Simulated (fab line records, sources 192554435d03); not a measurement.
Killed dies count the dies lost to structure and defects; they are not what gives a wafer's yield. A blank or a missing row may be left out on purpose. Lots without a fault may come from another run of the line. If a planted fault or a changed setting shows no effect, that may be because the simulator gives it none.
Chamber matching -- flow n5 finfet -- 4 sister chambers for N5_HKMG_FIN_ALD_75 on ald hk-01
The step deposits Al2O3, target thk 1 nm, co reactant pulse time 1 s. 7 wafers are shown with their chamber, then 7 later ones without.

WAFERS WITH THEIR CHAMBER
wafer,chamber,heater power w (W),precursor pulse height rel
L074.3,1,119,1.003
L080.6,0,138,1.036
L083.5,2,146,1.023
L088.2,2,148,0.981
L088.5,3,177,0.968
L093.1,3,177,1.012
L093.4,0,144,1.024

WAFERS WHOSE CHAMBER IS MISSING
wafer,heater power w (W),precursor pulse height rel
L093.6,118,1.003
L095.1,141,0.991
L095.2,180,0.952
L095.3,152,1.043
L097.1,140,0.994
L097.3,147,1.022
L097.6,149,0.994

WHICH CHAMBER EACH WENT THROUGH
wafer,from the rows above,in truth
L093.6,1,1
L095.1,can't be placed: 0 or 2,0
L095.2,3,3
L095.3,can't be placed: 2 or 0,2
L097.1,can't be placed: 0 or 2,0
L097.3,can't be placed: 2 or 0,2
L097.6,2,2
Placed correctly: 3 of 7. Can't be placed from these rows: 4 (the true chamber is among the candidates in 4). Number placed wrongly: 0.
How it was worked out, from the rows above alone: a wafer's distance from a chamber is the root of the sum, over the readings, of the square of ((its reading less the chamber's mean) divided by the reading's scatter). The wafer belongs to the nearest chamber; if the next one is less than 2 further off, it can't be placed. For every chamber, the mean is computed from those of its wafers that are shown. The scatter: take each reading less its chamber's mean, square it, sum over the shown wafers, divide by the number of wafers less the number of chambers, and take the root.
